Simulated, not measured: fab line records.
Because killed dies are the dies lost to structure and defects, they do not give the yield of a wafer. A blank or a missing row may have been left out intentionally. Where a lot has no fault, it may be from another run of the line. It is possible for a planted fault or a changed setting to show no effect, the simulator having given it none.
Struck lot and sound lot, side by side || flow n5_finfet || 15 steps out of a route of 1938
Sound: the wafers L559.3, L559.5, L559.6. Struck: wafers L563.2, L563.4, L563.6. The cause comes at the end.
Order at every step that has rows: each side's tool, ch and its chambers, its first start. Under that, the readings that differ: sound wafers || struck wafers || difference of the means || sigmas: that difference in standard deviations of wafers without a fault.
alike: readings whose means differ by less than 2 such deviations, and words and numbers that are the same on both sides. not compared: withheld readings, readings that some wafer has no value for, bounds like >300 that may hide the same value, and numbers for which the record gives no deviation and whose values overlap.
The two part at a step that has a row with sigmas, a row that says differs or no value, or rows on one side only. Non-overlapping numbers with no deviation appear without sigmas and do not part them. A reading that every wafer of one side lacks parts them only if that side has two wafers or more.

first, 8 steps without rows for these wafers: N5_MIM_BOT_LITHO_HMDS_01 (time 60 s); N5_MIM_BOT_LITHO_COAT_02; N5_MIM_BOT_LITHO_EBR_04; N5_MIM_BOT_LITHO_SOFTBAKE_03 (time 90 s); N5_MIM_BOT_LITHO_EXPOSE_05 (exposes mask MIM BOT); N5_MIM_BOT_LITHO_PEB_06; N5_MIM_BOT_LITHO_DEVELOP_07 (develop time 60 s); N5_MIM_BOT_LITHO_HARDBAKE_09 (time 120 s).
N5_MIM_BOT_LITHO_CD_MEAS_08: target cd 3000 nm.
  sound on cd_sem-01 ch 0, day 13 23:53; struck on cd_sem-02 ch 0, day 15 00:33
  alike: cd_nm
N5_MIM_BOT_LITHO_OVL_MEAS_11:
  sound on overlay-02 ch 0, day 13 23:55; struck on overlay-01 ch 0, day 15 00:35
  alike: MIM_BOT_OVL
N5_MIM_BOT_LITHO_INSPECT_12: inspects for defects (macro).
  sound: defect_inspect-01 at day 13 23:56; struck: defect_inspect-02 at day 15 00:37
  alike: raw_defect_count
N5_MIM_BOT_LITHO_DESCUM_10: chemistry O2, time 7.9 s.
  sound on rie_diel-02 ch 0,1,3, day 13 23:58; struck on rie_diel-02 ch 0,2,3, day 15 00:41
  alike: drypump_motor_current_A, oes_product_au, rf_vpp_V, showerhead_plenum_p_Torr, throttle_valve_pct
  not compared: rf_hours_counter_h
N5_MIM_BOT_ETCH_ETCH_04: etches SiNx in CF4/O2, target depth 26 nm, time 13 s.
  sound on rie_diel-02 ch 0,1,3, day 14 00:02; struck on rie_diel-02 ch 0,2,3, day 15 00:44
{"reading": "cf4_flow_sccm (sccm)", "sound": "100.16 99.94 99.71", "struck": "70.02 70.30 69.86", "difference": -29.88, "sigmas": "-99 or more"}
{"reading": "oes_ar_750_au (a.u.)", "sound": "0.88 0.68 0.81", "struck": "1.09 1.04 0.82", "difference": "+0.19", "sigmas": "+2"}
{"reading": "oes_o_777_au (a.u.)", "sound": "0.86 0.71 0.80", "struck": "1.27 1.24 1.03", "difference": "+0.39", "sigmas": "+5"}
{"reading": "showerhead_plenum_p_Torr (Torr)", "sound": "2.15 2.08 2.23", "struck": "1.97 1.93 1.87", "difference": -0.23, "sigmas": -3}
{"reading": "throttle_valve_pct (%)", "sound": "15.97 15.94 16.00", "struck": "14.55 14.72 14.75", "difference": -1.30, "sigmas": -8}
{"reading": "model.etch.depth_nm (nm)", "sound": "25.03 24.93 25.06", "struck": "24.1 23.59 23.41", "difference": -1.3, "sigmas": ""}
  alike: drypump_motor_current_A, oes_f_703_au, oes_product_au, rf_vpp_V
  not compared: rf_hours_counter_h
N5_MIM_BOT_ETCH_ETCH_03: etches the open film in Cl2/BCl3, target depth 12 nm.
  sound on rie_metal-02 ch 0,1, day 14 00:10; struck on rie_metal-02 ch 0,1, day 15 00:50
  alike: drypump_motor_current_A, oes_product_au, throttle_valve_pct
  not compared: rf_hours_counter_h
following that, these wafers have no rows for 1 step: N5_PASSIVATION_PROBE_49.

== WHERE THEY PART ==
Within this record, at N5_MIM_BOT_ETCH_ETCH_04 only. Later steps at which nothing parts them and some readings are alike: N5_MIM_BOT_ETCH_ETCH_03.

WHY: what had been put in by the simulator
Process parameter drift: rie_diel-02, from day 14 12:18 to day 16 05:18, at N5_MIM_BOT_ETCH_ETCH_04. Setting cf4_flow_sccm, moved by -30, from 100. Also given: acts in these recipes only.
